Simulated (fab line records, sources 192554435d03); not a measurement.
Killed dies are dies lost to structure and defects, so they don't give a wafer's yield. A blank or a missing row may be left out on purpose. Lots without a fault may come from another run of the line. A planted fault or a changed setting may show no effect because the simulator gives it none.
Problem report in the 8D (eight disciplines) form, filled by code | flow n5_finfet | the parts of the form that need people (team, actions taken, sign-off) are left out

1. THE PROBLEM
killed_at_M4_up at N5_PASSIVATION_PROBE_49 reads a mean of 405 on 6 wafers of 2 lots; wafers without a fault read 13 with a standard deviation of 5.4. That is +73 standard deviations from the usual mean.
First seen on wafer L902.1, day 16 05:37, on prober-01. The record holds 6 wafers of 2 lots with a number at this step. Rule for "out", or "out of limits": more than 4 standard deviations from the usual mean. The other wafers with a number count as sound.

2. WHAT IT IS AND WHAT IT IS NOT
question                    | is                                                                                                                                     | is not
which readings at this step | killed_at_M4_up, defect_limited_yield, killed_dies, killed_on_rim, sort_bin_5_function, sort_bin_6_memory, sort_n_pass, sort_yield_pct | killed_at_M0_to_M3, killed_at_contacts, killed_at_front_end, sort_bin_4_leakage, sort_bin_8_speed
which lots                  | L901, L902                                                                                                                             | -
which wafers of those lots  | all that have a number                                                                                                                 | -
read on which tools         | prober-01, prober-02                                                                                                                   | -
when                        | from day 16 05:37                                                                                                                      | up to then (0 sound wafers)

3. SUSPECTS, AND WHAT RULES EACH OUT
Counting: a tool at a process step up to the reading stays a suspect if it ran every lot that is out and no sound lot after the first of them.
- ecd_cu-02 at N5_BEOL_M4_ECD_50 (material Cu, target thk 300 nm): kept. It ran every lot that is out, first L902 (day 11 17:35), and no sound lot after that.
- rie_diel-01 at N5_BEOL_M15_STRIP_62 (strips in O2): kept. It ran every lot that is out, first L902 (day 16 05:37), and no sound lot after that. N5_BEOL_M15_STRIP_62 gives no start for some lots, so the hours and the order of its lots are those of N5_PASSIVATION_PROBE_49.
- rie_diel-01 at N5_BEOL_M15_ETCH_38 (etches SiCN in CF4/N2, target depth 106.4 nm, time 120.5 s): kept. It ran every lot that is out, first L902 (day 16 05:37), and no sound lot after that. N5_BEOL_M15_ETCH_38 gives no start for some lots, so the hours and the order of its lots are those of N5_PASSIVATION_PROBE_49.
Left after counting: ecd_cu-02 at N5_BEOL_M4_ECD_50, rie_diel-01 at N5_BEOL_M15_STRIP_62, rie_diel-01 at N5_BEOL_M15_ETCH_38.

4. THE CAUSE (what the simulator had put in)
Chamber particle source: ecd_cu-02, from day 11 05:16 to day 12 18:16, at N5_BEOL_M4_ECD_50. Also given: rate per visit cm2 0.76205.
Counting left 3 suspects, and this tool is among them.

5. THE CHAIN OF EFFECTS, in route order
Each row: a reading whose mean over the struck wafers that have a number lies more than 3 standard deviations from the usual. Only readings for which the record gives a usual standard deviation are gone through. hours: the time from each lot's start at the first step in this table that gives one to its start at this step, as a median over the lots. sigmas: the change in usual standard deviations.
hours | step                    | reading              | usual  | on struck wafers | change | sigmas
0     | N5_PASSIVATION_PROBE_49 | defect_limited_yield | 91.3 % | 60.0             | -31.3  | -22
0     | N5_PASSIVATION_PROBE_49 | killed_at_M4_up      | 13     | 405              | +392   | +73
0     | N5_PASSIVATION_PROBE_49 | killed_dies          | 103    | 472              | +369   | +23
0     | N5_PASSIVATION_PROBE_49 | killed_on_rim        | 13     | 64               | +51    | +13
0     | N5_PASSIVATION_PROBE_49 | sort_bin_5_function  | 5.1 %  | 24.4             | +19.4  | +21
0     | N5_PASSIVATION_PROBE_49 | sort_bin_6_memory    | 3.3 %  | 13.1             | +9.8   | +14
0     | N5_PASSIVATION_PROBE_49 | sort_n_pass          | 1077   | 708              | -369   | -22
0     | N5_PASSIVATION_PROBE_49 | sort_yield_pct       | 91.2 % | 60.0             | -31.2  | -22
The process steps in it:
- N5_PASSIVATION_PROBE_49

6. WHAT WOULD HAVE CAUGHT IT SOONER
In this record the first reading out of limits was taken at day 16 05:37, 120 hours after the fault began at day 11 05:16.
All the lots that are out (2) had begun N5_BEOL_M4_ECD_50 on ecd_cu-02 by day 16 05:37. A hold on the tool at that time would have spared none of them.
